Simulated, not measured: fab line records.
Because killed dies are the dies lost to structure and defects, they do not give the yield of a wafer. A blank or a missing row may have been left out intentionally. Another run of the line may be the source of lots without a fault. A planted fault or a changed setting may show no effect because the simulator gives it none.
What tool caused it? ; flow nand harc ; 24 lots, 72 wafers sampled, at 4 steps of a route of 1302

== WHAT EACH GAUGE READ, for each wafer ==
NHARC_A_ZERO_WELL_CD_MEAS_10: target cd 2000 nm.
lot;measured;on;cd nm (nm)
L074;day 6 21:38;cd sem-01;2000.2 1998.1 1998.9
L075;day 7 02:52;cd sem-03;1999.9 1999.5 2000.4
L076;day 7 09:05;cd sem-03;1998.7 1999.1 2000.2
L077;day 7 19:31;cd sem-02;1999.9 2000.4 2000.8
L078;day 8 09:22;cd sem-02;1998.4 1997.9 2000.3
L079;day 8 17:40;cd sem-01;1999.6 1999.1 1999.8
L080;day 9 04:00;cd sem-02;2000.1 2000.3 2000.6
L081;day 9 18:56;cd sem-01;1998.4 1998.9 1998.6
L082;day 10 17:40;cd sem-03;2002.1 2000.8 1999.5
L083;day 10 18:20;cd sem-03;1999.9 2000.5 1999.0
L084;day 10 19:16;cd sem-03;2000.3 1999.7 1999.7
L085;day 11 10:02;cd sem-02;1999.3 2000.1 1999.7
L086;day 11 15:11;cd sem-02;1998.8 1999.1 1998.6
L087;day 12 10:27;cd sem-02;2000.6 1998.6 1998.5
L089;day 12 21:01;cd sem-01;1999.6 2000.0 1999.9
L088;day 12 23:49;cd sem-01;2001.0 2000.8 2000.0
L090;day 13 10:33;cd sem-01;2003.7 2003.1 2004.6
L091;day 13 19:23;cd sem-03;1998.4 2000.2 1999.3
L093;day 14 11:14;cd sem-03;2000.3 1998.2 1998.7
L092;day 14 11:55;cd sem-01;1999.8 2001.0 2001.6
L094;day 15 07:32;cd sem-02;1997.7 1999.6 1998.0
L095;day 15 18:00;cd sem-01;1999.0 1997.7 1998.7
L097;day 16 08:53;cd sem-01;2000.3 2002.1 2003.1
L096;day 16 10:31;cd sem-03;2000.8 2000.5 1999.7

NHARC_A_ONON_D1_THK_MEAS_34: measures by ellipsometry.
lot;measured;on;thk nm (nm)
L074;day 8 10:44;film metro-02;197.4 196.8 201.2
L075;day 8 14:49;film metro-02;199.2 199.7 199.6
L076;day 8 22:22;film metro-01;202.9 200.7 202.4
L077;day 9 06:19;film metro-01;195.8 202.9 202.5
L078;day 9 22:34;film metro-01;200.9 198.2 204.8
L079;day 10 05:12;film metro-01;197.2 199.9 201.2
L080;day 10 16:38;film metro-01;199.8 204.9 204.3
L081;day 11 12:24;film metro-01;196.1 197.8 203.5
L082;day 12 08:53;film metro-01;196.1 195.8 199.0
L083;day 12 09:14;film metro-02;195.1 200.5 201.4
L084;day 12 09:01;film metro-02;198.2 200.7 203.5
L085;day 13 00:38;film metro-01;201.3 201.2 203.6
L086;day 13 00:42;film metro-01;199.2 202.0 199.5
L087;day 13 21:53;film metro-01;195.6 197.7 198.2
L089;day 14 09:06;film metro-01;199.7 202.6 202.3
L088;day 14 09:03;film metro-02;197.4 200.7 201.9
L090;day 15 02:25;film metro-02;197.1 200.9 198.7
L091;day 15 12:50;film metro-01;199.3 198.8 196.8
L093;day 15 22:04;film metro-01;198.5 202.4 204.1
L092;day 15 22:04;film metro-02;205.7 207.3 207.5
L094;day 16 18:40;film metro-01;197.7 199.1 203.4
L095;day 17 17:05;film metro-02;200.8 197.9 202.3
L097;day 17 22:45;film metro-02;199.5 200.3 203.4
L096;day 17 22:43;film metro-02;201.6 204.2 200.2

== EACH LOT AND THE TOOL THAT RAN IT (in order: tool; ch and the chambers of the sampled wafers; start) ==
lot;NHARC_P_BONDPAD_ETCH_24;NHARC_P_BONDPAD_ANNEAL_28
L074;rie diel-03 ch 0,3, day 6 19:23 or earlier;rtp anneal-02 ch 0, day 6 19:23
L075;rie diel-04 ch 0,1,3, day 7 00:40 or earlier;rtp anneal-02 ch 0, day 7 00:40
L076;rie diel-04 ch 0,1, day 7 06:55 or earlier;rtp anneal-01 ch 0, day 7 06:55
L077;rie diel-03 ch 0,1, day 7 16:10;rtp anneal-02 ch 0, day 7 17:23
L078;rie diel-04 ch 2,3, day 8 06:01;rtp anneal-01 ch 0, day 8 07:09
L079;rie diel-03 ch 1,2, day 8 14:18;rtp anneal-01 ch 0, day 8 15:29
L080;rie diel-04 ch 1,2,3, day 9 01:51 or earlier;rtp anneal-01 ch 0, day 9 01:51
L081;rie diel-04 ch 0,3, day 9 15:43;rtp anneal-02 ch 0, day 9 16:53
L082;rie diel-10 ch 0,2,3, day 10 15:40 or earlier;rtp anneal-01 ch 0, day 10 15:40
L083;rie diel-04 ch 0,1, day 10 16:18 or earlier;rtp anneal-01 ch 0, day 10 16:18
L084;rie diel-03 ch 1,2, day 10 16:02;rtp anneal-01 ch 0, day 10 17:17
L085;rie diel-03 ch 0,2, day 11 06:40;rtp anneal-01 ch 0, day 11 07:49
L086;rie diel-10 ch 0,3, day 11 13:00 or earlier;rtp anneal-01 ch 0, day 11 13:00
L087;rie diel-04 ch 0,3, day 12 08:15 or earlier;rtp anneal-01 ch 0, day 12 08:15
L089;rie diel-10 ch 0,3, day 12 18:47 or earlier;rtp anneal-02 ch 0, day 12 18:47
L088;rie diel-04 ch 1,2,3, day 12 21:36 or earlier;rtp anneal-02 ch 0, day 12 21:36
L090;rie diel-04 ch 0,1,2, day 13 08:28 or earlier;rtp anneal-02 ch 0, day 13 08:28
L091;rie diel-03 ch 0,2,3, day 13 17:20 or earlier;rtp anneal-02 ch 0, day 13 17:20
L093;rie diel-03 ch 2,3, day 14 07:52;rtp anneal-01 ch 0, day 14 09:04
L092;rie diel-03 ch 1,2,3, day 14 08:35;rtp anneal-02 ch 0, day 14 09:52
L094;rie diel-10 ch 0,2,3, day 15 05:27 or earlier;rtp anneal-02 ch 0, day 15 05:27
L095;rie diel-04 ch 0,1,2, day 15 15:56 or earlier;rtp anneal-01 ch 0, day 15 15:56
L097;rie diel-10 ch 0,2,3, day 16 05:29;rtp anneal-01 ch 0, day 16 06:40
L096;rie diel-03 ch 1,2,3, day 16 08:23 or earlier;rtp anneal-01 ch 0, day 16 08:23
- NHARC_P_BONDPAD_ETCH_24: etches the open film in CF4/N2, target depth 30 nm, time 72.99 s.
- NHARC_P_BONDPAD_ANNEAL_28: time 90 s.

== AS READ BY THE TOOLS THEMSELVES (means over the sampled wafers that have a number; for cases with no such wafer, the mark the record gives instead) ==
NHARC_P_BONDPAD_ETCH_24.
lot;tool;drypump motor current A (A);mfc ar sccm (sccm);n2 flow sccm (sccm);oes product au (a.u.);rf vpp V (V);showerhead plenum p Torr (Torr);throttle valve pct (%)
L074;rie diel-03;4.8;150.3;99.63;1.004;313.8;2.64;19.795
L075;rie diel-04;6.0;149.8;99.77;1.001;311.9;2.52;19.803
L076;rie diel-04;5.8;149.4;99.83;1.006;312.2;2.53;19.793
L077;rie diel-03;4.9;149.9;99.82;0.998;312.6;2.54;19.801
L078;rie diel-04;6.0;150.4;100.04;1.001;312.5;2.53;19.793
L079;rie diel-03;6.0;150.3;100.02;1.002;312.7;2.53;19.789
L080;rie diel-04;6.1;149.9;99.89;1.005;313.2;2.51;19.790
L081;rie diel-04;5.9;150.5;100.05;0.999;312.1;2.55;19.804
L082;rie diel-10;5.6;149.7;99.82;1.000;313.6;2.60;19.796
L083;rie diel-04;5.8;149.8;100.16;1.007;313.3;2.53;19.794
L084;rie diel-03;5.7;150.1;100.19;1.001;312.8;2.56;19.795
L085;rie diel-03;5.8;149.9;100.39;1.000;312.3;2.50;19.797
L086;rie diel-10;5.9;150.1;99.97;1.001;314.0;2.62;19.799
L087;rie diel-04;5.9;150.1;99.92;1.004;313.1;2.55;19.792
L089;rie diel-10;5.7;149.7;99.95;0.998;312.7;2.55;19.798
L088;rie diel-04;6.1;149.6;100.04;1.002;311.7;2.51;19.793
L090;rie diel-04;5.9;149.8;99.87;1.009;312.5;2.51;19.789
L091;rie diel-03;5.3;149.8;99.95;0.993;312.9;2.57;19.782
L093;rie diel-03;5.8;150.0;99.79;0.999;313.7;2.57;19.792
L092;rie diel-03;5.5;150.3;100.05;0.999;313.4;2.60;19.800
L094;rie diel-10;5.6;149.7;99.96;0.996;313.9;2.59;19.794
L095;rie diel-04;5.9;150.3;100.06;1.006;312.6;2.51;19.799
L097;rie diel-10;5.6;149.9;100.22;1.003;313.6;2.59;19.792
L096;rie diel-03;5.5;150.5;100.00;0.996;314.3;2.60;19.792

NHARC_P_BONDPAD_ANNEAL_28.
lot;tool;wafer_temp_C_max
L074;rtp anneal-02;225.9
L075;rtp anneal-02;225.8
L076;rtp anneal-01;226.5
L077;rtp anneal-02;225.7
L078;rtp anneal-01;226.5
L079;rtp anneal-01;226.8
L080;rtp anneal-01;226.3
L081;rtp anneal-02;225.9
L082;rtp anneal-01;226.5
L083;rtp anneal-01;226.8
L084;rtp anneal-01;226.3
L085;rtp anneal-01;226.6
L086;rtp anneal-01;226.7
L087;rtp anneal-01;226.4
L089;rtp anneal-02;226.0
L088;rtp anneal-02;226.0
L090;rtp anneal-02;225.8
L091;rtp anneal-02;225.7
L093;rtp anneal-01;226.8
L092;rtp anneal-02;226.1
L094;rtp anneal-02;225.9
L095;rtp anneal-01;227.2
L097;rtp anneal-01;226.5
L096;rtp anneal-01;227.1

== THE ANSWER, worked out from the rows above alone ==
Rule: usual is defined by the lots themselves. The widest of any qualifying gaps counts: lots, ordered by their means at a reading, are off when they make up no more than a third of the lots, leave a main group of 4 or more, and stand apart from it by 3 or more times the standard deviation of that group's means. Not used: any main group whose means are identical at the precision the tables above print for the reading. A lot without any number at a reading at which 4 lots or more have one is off too. Where the step has rows for the other lots, those lots are counted as sound. Order of review: gauges by route order, followed by the tools' own readings, for which a lot's mean as printed above is used. At the first step where some lot is off, the reading lying furthest off is the one used; lots without a number count as furthest.
No lot is off at any reading shown: from this, nothing can be told.

== WHAT HAD BEEN PUT IN BY THE SIMULATOR ==
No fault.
